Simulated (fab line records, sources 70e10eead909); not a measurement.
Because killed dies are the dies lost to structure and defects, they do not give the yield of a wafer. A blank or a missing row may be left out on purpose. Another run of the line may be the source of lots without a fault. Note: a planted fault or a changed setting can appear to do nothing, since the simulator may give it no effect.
Problem report, 8D (eight disciplines) form, completed by code + flow nand harc + the parts of the form that need people (team, actions taken, sign-off) are left out

== 1. THE ISSUE ==
Mean of oes product au at NHARC_A_WL_FILL_ETCHBACK_26: 0.843 a.u. over 2 wafers from 1 lot, against 1.001 a.u. (standard deviation 0.0073) on wafers with no fault. That puts it -22 standard deviations away from the usual mean.
The step: etches the open film in HBr, target depth 52 nm, time 13.3 s.
First seen on wafer L447.1, day 26 12:57, on rie si-02. The record holds 36 wafers of 12 lots with a number at this step. Rule for "out", or "out of limits": more than 4 standard deviations from the usual mean. The rest of the wafers with a number are treated as sound.

== 2. WHAT THIS IS AND IS NOT ==
| question                    | is                | is not                                                                          |
|-----------------------------|-------------------|---------------------------------------------------------------------------------|
| which readings at this step | oes product au    | drypump motor current A, throttle valve pct                                     |
| which lots                  | L447              | L433, L435, L436, L437, L438, L439, L440, L441, L452, L454, L455                |
| which wafers of those lots  | L447.1, L447.6    | L447.3                                                                          |
| read on which tools         | rie si-02         | rie si-03, rie si-05                                                            |
| when                        | from day 26 12:57 | up to then (25 sound wafers); but 9 sound wafers of L452, L454, L455 came after |

== 3. SUSPECTS, AND WHAT RULES EACH OUT ==
Counting: a tool at a process step up to the reading stays a suspect if it ran every lot that is out. Sound lots after the first of them don't rule it out here, since some wafers of a struck lot are sound.
- rie diel-07 at NHARC_A_SLIT_ETCH_29 (etches the open film in CF4/O2, target depth 100 nm, overetch 10 nm, time 55 s): kept. It ran the lot that is out, L447 (day 25 12:58); its last sound lot up to then is L439 (day 23 12:34).
- rtp anneal-01 at NHARC_A_WL_FILL_RTA_01 (time 5 s): kept. It ran the lot that is out, L447 (day 25 20:33); its last sound lot up to then is L441 (day 24 08:04).
- rie si-02 at NHARC_A_WL_FILL_ETCHBACK_26 (etches the open film in HBr, target depth 52 nm, time 13.3 s): kept. It ran the lot that is out, L447 (day 26 12:57); its last sound lot up to then is L441 (day 25 02:05). On those wafers its own readings are out: oes product au.
- Within rie diel-07 at NHARC_A_SLIT_ETCH_29: the wafers that are out ran in chambers 0, 2; their sound lot-mates ran in chamber 3.
- Within rie si-02 at NHARC_A_WL_FILL_ETCHBACK_26, the wafers that are out were processed in chamber 0 and their sound lot-mates in chamber 3.
The count leaves rie diel-07 at NHARC_A_SLIT_ETCH_29, rtp anneal-01 at NHARC_A_WL_FILL_RTA_01, and rie si-02 at NHARC_A_WL_FILL_ETCHBACK_26.

== 4. THE CAUSE (what the simulator had put in) ==
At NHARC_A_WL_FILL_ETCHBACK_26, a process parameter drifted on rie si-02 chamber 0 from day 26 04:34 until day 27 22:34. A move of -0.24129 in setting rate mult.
This tool is one of the 3 suspects left after counting.

== 5. THE EFFECT CHAIN, in route order ==
Each row: a reading whose mean over the struck wafers that have a number lies more than 3 standard deviations from the usual. Scope: only readings with a usual standard deviation given in the record; hours: median across lots of the time from each lot's start at the first step in this table that gives one to its start at this step; sigmas: change in usual standard deviations.
| hours | step                        | reading        | usual      | on struck wafers | change | sigmas |
|-------|-----------------------------|----------------|------------|------------------|--------|--------|
| 0     | NHARC_A_WL_FILL_ETCHBACK_26 | oes product au | 1.001 a.u. | 0.843            | -0.158 | -22    |
Process steps it contains:
- NHARC_A_WL_FILL_ETCHBACK_26: etches the open film in HBr, target depth 52 nm, time 13.3 s.
Later measuring or inspecting steps at which every struck wafer that the step has a row for has a number for every such reading, and none has moved that far: NHARC_END_SORT_01.

== 6. WHAT WOULD HAVE CAUGHT IT SOONER ==
In this record the first reading out of limits was taken at day 26 12:57, 8 hours after the fault began at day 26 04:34.
